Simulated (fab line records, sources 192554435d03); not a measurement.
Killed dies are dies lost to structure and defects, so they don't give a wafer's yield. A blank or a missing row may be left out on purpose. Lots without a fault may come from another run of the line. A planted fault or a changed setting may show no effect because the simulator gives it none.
Chamber matching | flow n5_finfet | N5_BEOL_M0_CUTY_ETCH_63 on rie_diel-05: 4 sister chambers
The step etches SOC in N2/H2, target depth 82.7 nm, overetch 16.5 nm, time 124 s. 8 wafers are shown with their chamber, then 7 later ones without.

WAFERS WITH THEIR CHAMBER
wafer  | chamber | showerhead_plenum_p_Torr (Torr) | throttle_valve_pct (%)
L078.2 | 2       | 2.41                            | 18.09
L081.5 | 3       | 2.61                            | 17.57
L088.4 | 2       | 2.41                            | 18.11
L090.3 | 1       | 2.52                            | 17.72
L090.5 | 0       | 2.41                            | 17.84
L090.6 | 1       | 2.52                            | 17.73
L091.1 | 0       | 2.41                            | 17.85
L091.4 | 3       | 2.60                            | 17.58

WAFERS WITHOUT THEIR CHAMBER
wafer  | showerhead_plenum_p_Torr (Torr) | throttle_valve_pct (%)
L091.5 | 2.41                            | 17.85
L096.1 | 2.59                            | 17.61
L096.4 | 2.52                            | 17.73
L096.6 | 2.72                            | 17.74
L097.1 | 2.72                            | 17.76
L097.2 | 2.52                            | 17.75
L097.3 | 2.59                            | 17.62

WHICH CHAMBER EACH WENT THROUGH
wafer  | from the rows above | in truth
L091.5 | 0                   | 0
L096.1 | 3                   | 3
L096.4 | 1                   | 1
L096.6 | 3                   | 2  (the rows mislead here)
L097.1 | 3                   | 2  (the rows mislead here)
L097.2 | 1                   | 1
L097.3 | 3                   | 3
Placed correctly: 5 of 7. Can't be placed from these rows: 0. Placed wrongly: 2.
How it was worked out, from the rows above alone: a wafer's distance from a chamber is the root of the sum, over the readings, of the square of ((its reading less the chamber's mean) divided by the reading's scatter). The wafer belongs to the nearest chamber; if the next one is less than 2 further off, it can't be placed. A chamber's mean is the mean of its shown wafers. The scatter: the root of (the sum of the squares of (reading less its chamber's mean) over the shown wafers, divided by (wafers less chambers)).
